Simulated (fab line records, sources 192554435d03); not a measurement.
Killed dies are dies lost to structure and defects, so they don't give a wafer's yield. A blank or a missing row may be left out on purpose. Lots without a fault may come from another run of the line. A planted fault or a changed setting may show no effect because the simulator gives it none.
Chamber matching | flow n5_finfet | N5_DUMMY_GATE_STRIP_48 on rie_diel-06: 4 sister chambers
The step strips in N2/H2, time 20 s. 4 wafers are shown with their chamber, then 12 later ones without.

WAFERS WITH THEIR CHAMBER
wafer  | chamber | showerhead_plenum_p_Torr (Torr)
L079.4 | 3       | 3.50
L085.5 | 0       | 3.28
L090.5 | 1       | 3.37
L090.6 | 2       | 3.50

WAFERS WITHOUT THEIR CHAMBER
wafer  | showerhead_plenum_p_Torr (Torr)
L091.1 | 3.50
L091.2 | 3.28
L091.4 | 3.49
L095.1 | 3.50
L095.3 | 3.36
L095.5 | 3.49
L096.1 | 3.49
L096.5 | 3.49
L096.6 | 3.50
L097.1 | 3.50
L097.3 | 3.27
L097.5 | 3.36

WHICH CHAMBER EACH WENT THROUGH
wafer  | from the rows above     | in truth
L091.1 | can't be placed: 2 or 3 | 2
L091.2 | 0                       | 0
L091.4 | can't be placed: 2 or 3 | 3
L095.1 | can't be placed: 2 or 3 | 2
L095.3 | 1                       | 1
L095.5 | can't be placed: 2 or 3 | 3
L096.1 | can't be placed: 2 or 3 | 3
L096.5 | can't be placed: 2 or 3 | 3
L096.6 | can't be placed: 2 or 3 | 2
L097.1 | can't be placed: 2 or 3 | 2
L097.3 | 0                       | 0
L097.5 | 1                       | 1
Placed correctly: 4 of 12. Can't be placed from these rows: 8 (the true chamber is among the candidates in 8). Placed wrongly: 0.
How it was worked out, from the rows above alone: a wafer's distance from a chamber is the root of the sum, over the readings, of the square of ((its reading less the chamber's mean) divided by the reading's scatter). The wafer belongs to the nearest chamber; if the next one is less than 2 further off, it can't be placed. A chamber's mean is the mean of its shown wafers. The scatter: with one shown wafer a chamber, the root of the mean of the squares of how far each hidden wafer lies from its nearest shown one.
